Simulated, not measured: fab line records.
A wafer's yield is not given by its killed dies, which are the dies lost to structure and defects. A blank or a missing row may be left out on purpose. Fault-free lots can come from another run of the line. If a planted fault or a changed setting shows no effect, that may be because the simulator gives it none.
Chamber matching || flow n5Finfet || N5_SDB_ETCH_25 on rieDiel-05 has 4 sister chambers
The step etches SiO2 in C4F6/O2, target depth 10 nm, time 3.3 s. 16 wafers are shown with their chamber, then 8 later ones without.

WAFERS PAIRED WITH THEIR CHAMBERS
{"wafer": "L078.1", "chamber": 3, "rfVppV (V)": 671, "throttleValvePct (%)": 21.54, "oesProductAu (a.u.)": 0.72}
{"wafer": "L078.3", "chamber": 1, "rfVppV (V)": 668, "throttleValvePct (%)": 21.33, "oesProductAu (a.u.)": 0.72}
{"wafer": "L078.4", "chamber": 2, "rfVppV (V)": 684, "throttleValvePct (%)": 21.00, "oesProductAu (a.u.)": 0.68}
{"wafer": "L084.3", "chamber": 1, "rfVppV (V)": 668, "throttleValvePct (%)": 21.37, "oesProductAu (a.u.)": 0.71}
{"wafer": "L084.4", "chamber": 2, "rfVppV (V)": 684, "throttleValvePct (%)": 21.03, "oesProductAu (a.u.)": 0.67}
{"wafer": "L084.5", "chamber": 1, "rfVppV (V)": 667, "throttleValvePct (%)": 21.37, "oesProductAu (a.u.)": 0.71}
{"wafer": "L085.2", "chamber": 0, "rfVppV (V)": 660, "throttleValvePct (%)": 20.84, "oesProductAu (a.u.)": 0.90}
{"wafer": "L085.3", "chamber": 1, "rfVppV (V)": 668, "throttleValvePct (%)": 21.35, "oesProductAu (a.u.)": 0.70}
{"wafer": "L085.5", "chamber": 2, "rfVppV (V)": 683, "throttleValvePct (%)": 21.00, "oesProductAu (a.u.)": 0.67}
{"wafer": "L086.1", "chamber": 3, "rfVppV (V)": 671, "throttleValvePct (%)": 21.54, "oesProductAu (a.u.)": 0.72}
{"wafer": "L086.3", "chamber": 2, "rfVppV (V)": 684, "throttleValvePct (%)": 21.02, "oesProductAu (a.u.)": 0.67}
{"wafer": "L086.5", "chamber": 2, "rfVppV (V)": 683, "throttleValvePct (%)": 21.02, "oesProductAu (a.u.)": 0.68}
{"wafer": "L087.1", "chamber": 2, "rfVppV (V)": 683, "throttleValvePct (%)": 21.00, "oesProductAu (a.u.)": 0.67}
{"wafer": "L087.3", "chamber": 0, "rfVppV (V)": 660, "throttleValvePct (%)": 20.85, "oesProductAu (a.u.)": 0.89}
{"wafer": "L087.6", "chamber": 2, "rfVppV (V)": 683, "throttleValvePct (%)": 21.02, "oesProductAu (a.u.)": 0.67}
{"wafer": "L093.2", "chamber": 1, "rfVppV (V)": 668, "throttleValvePct (%)": 21.40, "oesProductAu (a.u.)": 0.70}

SIGNATURES (averages over the wafers above)
{"reading": "rfVppV", "chamber 0": 660.00, "chamber 1": 667.80, "chamber 2": 683.43, "chamber 3": 671.00, "scatter within a chamber": 0.458}
{"reading": "throttleValvePct", "chamber 0": 20.8450, "chamber 1": 21.3640, "chamber 2": 21.0129, "chamber 3": 21.5400, "scatter within a chamber": 0.0176}
{"reading": "oesProductAu", "chamber 0": 0.8950, "chamber 1": 0.7080, "chamber 2": 0.6729, "chamber 3": 0.7200, "scatter within a chamber": 0.00628}
Rule: a wafer lies at a distance from a chamber equal to the root of the sum of squares, over the readings, of (its reading less the chamber's mean, divided by the reading's scatter). If the next closest chamber is less than 2 further off than the closest, the wafer can't be placed; otherwise it belongs to the closest. The scatter: the root of (the sum of the squares of (reading less its chamber's mean) over the shown wafers, divided by (wafers less chambers)).

WAFERS WITH NO CHAMBER GIVEN
{"wafer": "L093.3", "rfVppV (V)": 672, "throttleValvePct (%)": 21.56, "oesProductAu (a.u.)": 0.72}
{"wafer": "L093.5", "rfVppV (V)": 683, "throttleValvePct (%)": 21.04, "oesProductAu (a.u.)": 0.66}
{"wafer": "L095.1", "rfVppV (V)": 683, "throttleValvePct (%)": 21.04, "oesProductAu (a.u.)": 0.66}
{"wafer": "L095.4", "rfVppV (V)": 659, "throttleValvePct (%)": 20.87, "oesProductAu (a.u.)": 0.88}
{"wafer": "L095.5", "rfVppV (V)": 672, "throttleValvePct (%)": 21.54, "oesProductAu (a.u.)": 0.71}
{"wafer": "L097.2", "rfVppV (V)": 669, "throttleValvePct (%)": 21.38, "oesProductAu (a.u.)": 0.70}
{"wafer": "L097.3", "rfVppV (V)": 672, "throttleValvePct (%)": 21.59, "oesProductAu (a.u.)": 0.71}
{"wafer": "L097.5", "rfVppV (V)": 672, "throttleValvePct (%)": 21.56, "oesProductAu (a.u.)": 0.71}

WHICH CHAMBER EACH WENT THROUGH
{"wafer": "L093.3", "from the rows above": 3, "in truth": 3}
{"wafer": "L093.5", "from the rows above": 2, "in truth": 2}
{"wafer": "L095.1", "from the rows above": 2, "in truth": 2}
{"wafer": "L095.4", "from the rows above": 0, "in truth": 0}
{"wafer": "L095.5", "from the rows above": 3, "in truth": 3}
{"wafer": "L097.2", "from the rows above": 1, "in truth": 1}
{"wafer": "L097.3", "from the rows above": 3, "in truth": 3}
{"wafer": "L097.5", "from the rows above": 3, "in truth": 3}
8 of 8 placed correctly. Left unplaced by these rows: 0. 0 placed wrongly.
